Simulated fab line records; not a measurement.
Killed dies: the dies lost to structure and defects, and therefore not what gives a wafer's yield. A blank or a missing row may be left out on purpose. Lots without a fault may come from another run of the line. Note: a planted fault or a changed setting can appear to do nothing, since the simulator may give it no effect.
Matching of chambers || flow nand-harc || NHARC_A_BONDPAD_STRIP_15 on rie-diel-06: 4 sister chambers
The step strips in O2. 8 wafers are shown with their chamber, then 10 later ones without.

WAFERS, EACH WITH ITS CHAMBER
{"wafer": "L077.4", "chamber": 2, "showerhead-plenum-p-Torr (Torr)": 3.39, "drypump-motor-current-A (A)": 5.8}
{"wafer": "L080.4", "chamber": 1, "showerhead-plenum-p-Torr (Torr)": 3.44, "drypump-motor-current-A (A)": 4.9}
{"wafer": "L080.5", "chamber": 2, "showerhead-plenum-p-Torr (Torr)": 3.39, "drypump-motor-current-A (A)": 5.8}
{"wafer": "L083.1", "chamber": 0, "showerhead-plenum-p-Torr (Torr)": 3.36, "drypump-motor-current-A (A)": 6.2}
{"wafer": "L083.2", "chamber": 3, "showerhead-plenum-p-Torr (Torr)": 3.48, "drypump-motor-current-A (A)": 5.9}
{"wafer": "L083.6", "chamber": 1, "showerhead-plenum-p-Torr (Torr)": 3.43, "drypump-motor-current-A (A)": 4.8}
{"wafer": "L088.1", "chamber": 0, "showerhead-plenum-p-Torr (Torr)": 3.36, "drypump-motor-current-A (A)": 6.1}
{"wafer": "L088.3", "chamber": 3, "showerhead-plenum-p-Torr (Torr)": 3.47, "drypump-motor-current-A (A)": 5.9}

WAFERS MISSING THEIR CHAMBER
{"wafer": "L088.6", "showerhead-plenum-p-Torr (Torr)": 3.47, "drypump-motor-current-A (A)": 5.9}
{"wafer": "L089.2", "showerhead-plenum-p-Torr (Torr)": 3.36, "drypump-motor-current-A (A)": 6.2}
{"wafer": "L089.3", "showerhead-plenum-p-Torr (Torr)": 3.38, "drypump-motor-current-A (A)": 5.8}
{"wafer": "L089.5", "showerhead-plenum-p-Torr (Torr)": 3.47, "drypump-motor-current-A (A)": 5.9}
{"wafer": "L093.2", "showerhead-plenum-p-Torr (Torr)": 3.47, "drypump-motor-current-A (A)": 5.9}
{"wafer": "L093.4", "showerhead-plenum-p-Torr (Torr)": 3.38, "drypump-motor-current-A (A)": 5.8}
{"wafer": "L093.5", "showerhead-plenum-p-Torr (Torr)": 3.35, "drypump-motor-current-A (A)": 6.1}
{"wafer": "L097.3", "showerhead-plenum-p-Torr (Torr)": 3.42, "drypump-motor-current-A (A)": 4.9}
{"wafer": "L097.4", "showerhead-plenum-p-Torr (Torr)": 3.38, "drypump-motor-current-A (A)": 5.9}
{"wafer": "L097.5", "showerhead-plenum-p-Torr (Torr)": 3.38, "drypump-motor-current-A (A)": 5.9}

WHICH CHAMBER EACH WENT THROUGH
{"wafer": "L088.6", "from the rows above": 3, "in truth": 3}
{"wafer": "L089.2", "from the rows above": 0, "in truth": 0}
{"wafer": "L089.3", "from the rows above": 2, "in truth": 2}
{"wafer": "L089.5", "from the rows above": 3, "in truth": 3}
{"wafer": "L093.2", "from the rows above": 3, "in truth": 3}
{"wafer": "L093.4", "from the rows above": 2, "in truth": 2}
{"wafer": "L093.5", "from the rows above": 0, "in truth": 0}
{"wafer": "L097.3", "from the rows above": 1, "in truth": 1}
{"wafer": "L097.4", "from the rows above": 2, "in truth": 2}
{"wafer": "L097.5", "from the rows above": 2, "in truth": 2}
10 of 10 placed correctly. Number that these rows cannot place: 0. 0 placed wrongly.
How it was worked out, from the rows above alone: a wafer's distance from a chamber is the root of the sum, over the readings, of the square of ((its reading less the chamber's mean) divided by the reading's scatter). If the next closest chamber is less than 2 further off than the closest, the wafer can't be placed; otherwise it belongs to the closest. The mean given for a chamber averages the wafers shown for that chamber. The scatter is the square root of a quotient: the sum, over the shown wafers, of each reading's squared deviation from its chamber's mean, divided by wafers minus chambers.
